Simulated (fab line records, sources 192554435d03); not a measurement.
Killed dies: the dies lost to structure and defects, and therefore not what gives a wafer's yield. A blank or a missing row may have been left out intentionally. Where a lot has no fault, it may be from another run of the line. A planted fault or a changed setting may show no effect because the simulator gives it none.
Struck lot and sound lot, side by side || flow n5-finfet || 15 out of 1938 route steps
Sound: the wafers L786.1, L786.2, L786.3. Wafers struck: L784.1, L784.2, L784.4. The cause comes at the end.
Each step with rows lists, per side, the tool, then ch with its chambers, then its first start. Under that, the readings that differ: sound wafers || struck wafers || difference of the means || sigmas: that difference in standard deviations of wafers without a fault.
alike: readings whose means differ by less than 2 such deviations, and words and numbers that are the same on both sides. not compared: withheld readings, readings that some wafer has no value for, bounds like >300 that may hide the same value, and numbers for which the record gives no deviation and whose values overlap.
The two part at a step that has a row with sigmas, a row that says differs or no value, or rows on one side only. Non-overlapping numbers with no deviation appear without sigmas and do not part them. Lack of a reading on every wafer of one side parts them only where that side has two or more wafers.

N5_BEOL_M9_OCD_MEAS_38:
  sound on ocd-02, day 14 14:45; struck on ocd-01, day 13 08:56
  alike: trench-depth-nm
then, 4 steps without rows for these wafers: N5_BEOL_M9_HM_STRIP_39 (strips TiN in peroxide tin strip, target depth 25 nm, time 158 s); N5_BEOL_M9_SRD_40 (time 30 s); N5_BEOL_M9_PRECLEAN_42 (cleans in residue remover, time 60 s); N5_BEOL_M9_SRD_43 (time 30 s).
N5_BEOL_M9_CD_MEAS_35: target cd 70 nm, target cd y 40 nm.
  sound on cd-sem-02, day 14 14:54; struck on cd-sem-03, day 13 09:05
  alike: cd-nm
N5_BEOL_M9_CURE_72: cures SiCOH lowk, time 120 s.
  sound on uv-cure-01 ch 0, day 14 14:56; struck on uv-cure-02 ch 0, day 13 09:07
  alike: lamp-power-pct, wafer_temp_C_max
N5_BEOL_M9_DEGAS_44: time 60 s.
  sound on pvd-sputter-03, day 14 15:26; struck on pvd-sputter-02, day 13 09:42
  alike: heater-power-w
N5_BEOL_M9_PRE_CLEAN_45: time 30 s.
  sound on pvd-sputter-03, day 14 15:29; struck on pvd-sputter-02, day 13 09:44
  alike: heater-power-w
N5_BEOL_M9_ALD_74: deposits TaN, target thk 2 nm, pulse time 2 s, purge time 3 s.
  sound on ald-metal-02 ch 0,1,3, day 14 15:32; struck on ald-metal-03 ch 0,1,3, day 13 09:49
  alike: heater-power-w
N5_BEOL_M9_SURFACE_TREAT_79:
  sound on pvd-sputter-01, day 14 15:52; struck on pvd-sputter-02, day 13 10:14
  not compared: throttle-valve-pct
then, 1 step without rows for these wafers: N5_BEOL_M9_CVD_78 (deposits Co from CCTBA/H2, target thk 2 nm, time 138.9 s).
N5_BEOL_M9_SPUTTER_48: material Cu, target thk 12 nm, time 2 s.
  sound on pvd-sputter-03, day 14 16:07; struck on pvd-sputter-02, day 13 10:26
{"reading": "cathode-dc-power-W (W)", "sound": "26002 26001 25998", "struck": "20585 20580 20577", "difference": -5420, "sigmas": "-99 or more"}
  alike: throttle-valve-pct
then, 1 step without rows for these wafers: N5_BEOL_M9_ECD_50 (material Cu, target thk 318 nm).
-- here the record skips 3 days between the struck wafers' starts before and after, leaving off in module BEOL_M9 and picking up in module PASSIVATION (first step shown: number 1936 of the route) --
N5_PASSIVATION_PROBE_49:
  sound on prober-01, day 16 19:44; struck on prober-02, day 15 23:04
{"reading": "defect-limited-yield (%)", "sound": "91.5 92.2 91.3", "struck": "89.7 87.5 88.1", "difference": -3.2, "sigmas": -2}
{"reading": "killed_at_M4_up", "sound": "7 6 4", "struck": "17 15 25", "difference": "+13", "sigmas": "+2"}
{"reading": "killed-dies", "sound": "100 92 103", "struck": "121 148 140", "difference": "+38", "sigmas": "+2"}
{"reading": "sort_bin_6_memory (%)", "sound": "3.4 3.0 3.7", "struck": "4.8 5.3 4.1", "difference": "+1.4", "sigmas": "+2"}
{"reading": "sort-n-pass", "sound": "1080 1088 1077", "struck": "1059 1032 1040", "difference": -38, "sigmas": -2}
{"reading": "sort-yield-pct (%)", "sound": "91.5 92.2 91.3", "struck": "89.7 87.5 88.1", "difference": -3.2, "sigmas": -2}
  alike: killed_at_M0_to_M3, killed-at-contacts, killed-at-front-end, killed-at-other, killed-open, killed-short, sort_bin_5_function

== WHERE THEY PART ==
At N5_BEOL_M9_SPUTTER_48 first; at N5_PASSIVATION_PROBE_49 last (within this record only).

WHY: whatever the simulator had introduced
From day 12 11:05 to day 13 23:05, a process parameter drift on pvd-sputter-02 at N5_BEOL_M9_SPUTTER_48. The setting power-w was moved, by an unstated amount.
